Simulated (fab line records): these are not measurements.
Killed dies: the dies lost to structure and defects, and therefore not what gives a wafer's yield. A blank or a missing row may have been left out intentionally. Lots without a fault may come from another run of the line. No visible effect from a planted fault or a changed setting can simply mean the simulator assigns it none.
A lot that was struck, set against a sound lot	flow n5 finfet	19 out of 1938 route steps
Sound: the wafers L377.1, L377.4, L377.6. The struck wafers were L391.2, L391.4, L391.6. Last of all comes the cause.
For every step that has rows: the tool of each side, followed by ch and its chambers, followed by its first start. Under that, the readings that differ: sound wafers	struck wafers	difference of the means	sigmas: that difference in standard deviations of wafers without a fault.
alike: readings with means less than 2 such deviations apart, plus words and numbers identical on both sides. not compared: withheld readings, readings lacking a value on some wafer, bounds such as >300 that could conceal the same value, and numbers that have no deviation in the record and whose values overlap.
The two part at a step that has a row with sigmas, a row that says differs or no value, or rows on one side only. When numbers do not overlap yet have no deviation, they are printed without sigmas and do not part them. A reading missing from all wafers of one side parts the sides only when that side holds two or more wafers.

first, 7 steps without rows for these wafers: N5_BEOL_M7_COAT_60 (time 60 s, resist thk 35 nm); N5_BEOL_M7_COAT_05 (resist thk 90 nm); N5_BEOL_M7_EBR_07; N5_BEOL_M7_SOFTBAKE_06 (time 60 s); N5_BEOL_M7_EXPOSE_08 (exposes mask M7); N5_BEOL_M7_PEB_09 (peb time 60 s); N5_BEOL_M7_DEVELOP_10 (develop time 30 s).
N5_BEOL_M7_CD_MEAS_11: the cd target is 38.5 nm.
  sound on cd sem-01 ch 0, day 8 19:08; struck on cd sem-03 ch 0, day 13 00:18
  alike: cd nm
N5_BEOL_M7_OVL_MEAS_12:
  sound on overlay-02 ch 0, day 8 19:10; struck on overlay-01 ch 0, day 13 00:20
reading	sound	struck	difference	sigmas
M7_OVL (nm)	-1.7 -0.7 0.5	1.1 0.9 1.6	+1.8	+2
N5_BEOL_M7_INSPECT_13: inspects for defects (brightfield).
  sound: defect inspect-01 at day 8 19:11; struck: defect inspect-01 at day 13 00:21
  alike: raw defect count
N5_BEOL_M7_DESCUM_16: chemistry O2, time 7.9 s.
  sound on rie diel-05 ch 0,3, day 8 19:17; struck on rie diel-05 ch 1,2,3, day 13 00:40
  alike: drypump motor current A, oes product au, rf fwd power W, rf vpp V, showerhead plenum p Torr, throttle valve pct
  not compared: rf hours counter h
N5_BEOL_M7_ETCH_61: etches SiARC in CF4, target depth 45.5 nm, time 75.8 s.
  sound on rie diel-05 ch 0,3, day 8 19:19; struck on rie diel-05 ch 1,2,3, day 13 00:42
  alike: drypump motor current A, etch rf on time s, oes product au, rf fwd power W, rf vpp V, showerhead plenum p Torr, throttle valve pct
  not compared: rf hours counter h
N5_BEOL_M7_ETCH_62: etches SOC in N2/H2, target depth 110 nm, overetch 22 nm, time 165 s.
  sound on rie diel-05 ch 0,3, day 8 19:23; struck on rie diel-05 ch 1,2,3, day 13 00:45
reading	sound	struck	difference	sigmas
model.SiARC_of_BEOL_M7_COAT_60.thk nm (nm)	28.4 28.2 28.2	25.8 25.4 25.8	-2.6	
model.BEOL_M7.cd offset nm (nm)	0 -0.4 -0.4	1.4 1.2 1.8	+1.7	
  alike: drypump motor current A, h2 flow sccm, n2 flow sccm, oes product au, rf fwd power W, rf vpp V, showerhead plenum p Torr, throttle valve pct
  not compared: rf hours counter h
then, 1 step without rows for these wafers: N5_BEOL_M7_STRIP_68 (strips in N2/H2).
N5_BEOL_M7_STRIP_67: strips in CF4.
  sound on rie diel-05 ch 0,3, day 8 19:32; struck on rie diel-05 ch 1,2,3, day 13 00:54
  alike: drypump motor current A, oes product au, rf vpp V, showerhead plenum p Torr, throttle valve pct
  not compared: rf hours counter h
N5_BEOL_M7_HM_OPEN_17: chemistry Cl2/BCl3, target TiN, target depth 20 nm, overetch 6 nm.
  sound on rie metal-03 ch 1, day 8 19:34; struck on rie metal-03 ch 0,1, day 13 00:56
reading	sound	struck	difference	sigmas
model.BEOL_M7.cd offset nm (nm)	0 -0.2 -0.4	1.4 1.2 1.6	+1.6	
  alike: drypump motor current A, oes product au, rf fwd power W, throttle valve pct
  not compared: rf hours counter h
N5_BEOL_M7_STRIP_19: strips in O2.
  sound on rie diel-05 ch 0,2,3, day 8 19:41; struck on rie diel-04 ch 0,3, day 13 01:06
  alike: drypump motor current A, oes product au, rf vpp V, showerhead plenum p Torr, throttle valve pct
  not compared: rf hours counter h
N5_BEOL_M7_CD_MEAS_18: pitch 80 nm, target cd 40 nm.
  sound: cd sem-01 at day 8 19:45; struck: cd sem-03 at day 13 01:10
reading	sound	struck	difference	sigmas
cd nm (nm)	40.0 39.9 39.2	41.4 41.2 41.6	+1.7	+4
then, 1 step without rows for these wafers: N5_BEOL_M7_COAT_63 (time 60 s, resist thk 60 nm).

WHERE THEY PART
At N5_BEOL_M7_OVL_MEAS_12 first; at N5_BEOL_M7_CD_MEAS_18 last (within this record only).

WHY: what the simulator had put in
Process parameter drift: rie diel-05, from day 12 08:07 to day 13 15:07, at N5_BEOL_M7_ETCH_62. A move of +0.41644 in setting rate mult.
